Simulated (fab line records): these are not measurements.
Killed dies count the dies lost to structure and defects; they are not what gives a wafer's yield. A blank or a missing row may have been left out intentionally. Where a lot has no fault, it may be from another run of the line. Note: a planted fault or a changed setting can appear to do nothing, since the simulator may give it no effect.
Comparing a struck lot with a sound one    flow n5Finfet    15 steps out of a route of 1938
Sound: wafers L922.3, L922.5, L922.6. Wafers struck: L930.1, L930.3, L930.6. Last of all comes the cause.
Each step with rows lists, per side, the tool, then ch with its chambers, then its first start. Under that, the readings that differ: sound wafers    struck wafers    difference of the means    sigmas: that difference in standard deviations of wafers without a fault.
alike: readings whose means differ by less than 2 such deviations, and words and numbers that are the same on both sides. not compared: withheld readings, readings that some wafer has no value for, bounds like >300 that may hide the same value, and numbers for which the record gives no deviation and whose values overlap.
A row with sigmas, a row that says differs or no value, or rows on one side alone: a step with any of these is where the two part. Numbers that have no deviation but don't overlap get no sigmas and don't part them. Lack of a reading on every wafer of one side parts them only where that side has two or more wafers.

first, 4 steps without rows for these wafers: N5_BEOL_M15_EXPOSE_07 (exposes mask V14); N5_BEOL_M15_PEB_08 (peb time 90 s); N5_BEOL_M15_DEVELOP_09 (develop time 45 s); N5_BEOL_M15_HARDBAKE_14 (time 120 s).
N5_BEOL_M15_CD_MEAS_10: the cd target is 360 nm.
  sound on cdSem-02 ch 0, day 13 22:18; struck on cdSem-02 ch 0, day 15 18:23
  alike: cdNm
N5_BEOL_M15_OVL_MEAS_11:
  sound on overlay-02 ch 0, day 13 22:20; struck on overlay-02 ch 0, day 15 18:25
  alike: V14_OVL
N5_BEOL_M15_INSPECT_12: inspects for defects (macro).
  sound: defectInspect-01 at day 13 22:21; struck: defectInspect-01 at day 15 18:27
  alike: rawDefectCount
N5_BEOL_M15_DESCUM_15: chemistry O2, time 7.9 s.
  sound on rieDiel-02 ch 0,1,3, day 13 22:25; struck on rieDiel-04 ch 0,1, day 15 18:29
  alike: chamberPressureMTorr, drypumpMotorCurrentA, oesProductAu, rfVppV, showerheadPlenumPTorr, throttleValvePct
  not compared: rfHoursCounterH
N5_BEOL_M15_ETCH_59: etches BARC in N2/H2, target depth 89 nm, overetch 26.7 nm, time 67.9 s.
  sound on rieDiel-02 ch 0,1,3, day 13 22:26; struck on rieDiel-04 ch 0,1, day 15 18:31
  alike: chamberPressureMTorr, drypumpMotorCurrentA, oesProductAu, rfVppV, showerheadPlenumPTorr, throttleValvePct
  not compared: rfHoursCounterH
N5_BEOL_M15_VIA_ETCH_16: etches SiO2 in C4F8/O2/Ar, target depth 1792.2 nm.
  sound on rieDiel-02 ch 0,1,3, day 13 22:29; struck on rieDiel-04 ch 0,1, day 15 18:34
  alike: C4F8_flow_sccm, chamberPressureMTorr, drypumpMotorCurrentA, oesProductAu, rfVppV, showerheadPlenumPTorr, throttleValvePct
N5_BEOL_M15_STRIP_63: strips in O2.
  sound: rieDiel-02 ch 0,1,3; struck: rieDiel-04 ch 0,1
  alike: chamberPressureMTorr, drypumpMotorCurrentA, oesProductAu, rfVppV, showerheadPlenumPTorr, throttleValvePct
  not compared: rfHoursCounterH
N5_BEOL_M15_STRIP_64: strips in O2.
  sound: rieDiel-02 ch 0,1,3; struck: rieDiel-04 ch 0,1
  alike: chamberPressureMTorr, drypumpMotorCurrentA, oesProductAu, rfVppV, showerheadPlenumPTorr, throttleValvePct
  not compared: rfHoursCounterH
N5_BEOL_M15_STRIP_65: strips in post etch residue remover, time 60 s.
  sound on wetBench-06 ch 0,1,4, day 13 22:50; struck on wetBench-06 ch 0,4,6, day 15 18:55
  no value came back on the struck wafers for runLengthS (s), tempC (C); on the sound wafers runLengthS (s) reads 66.6 65.1 67.1
then, 1 step without rows for these wafers: N5_BEOL_M15_SRD_66 (time 30 s, dry time 30 s).
N5_PASSIVATION_PROBE_49:
  sound wafers here have rows in the record (prober-01, day 14 19:22); struck ones have none

## WHERE THEY PART
At N5_BEOL_M15_STRIP_65 first; at N5_PASSIVATION_PROBE_49 last (within this record only).

WHY: what had been put in by the simulator
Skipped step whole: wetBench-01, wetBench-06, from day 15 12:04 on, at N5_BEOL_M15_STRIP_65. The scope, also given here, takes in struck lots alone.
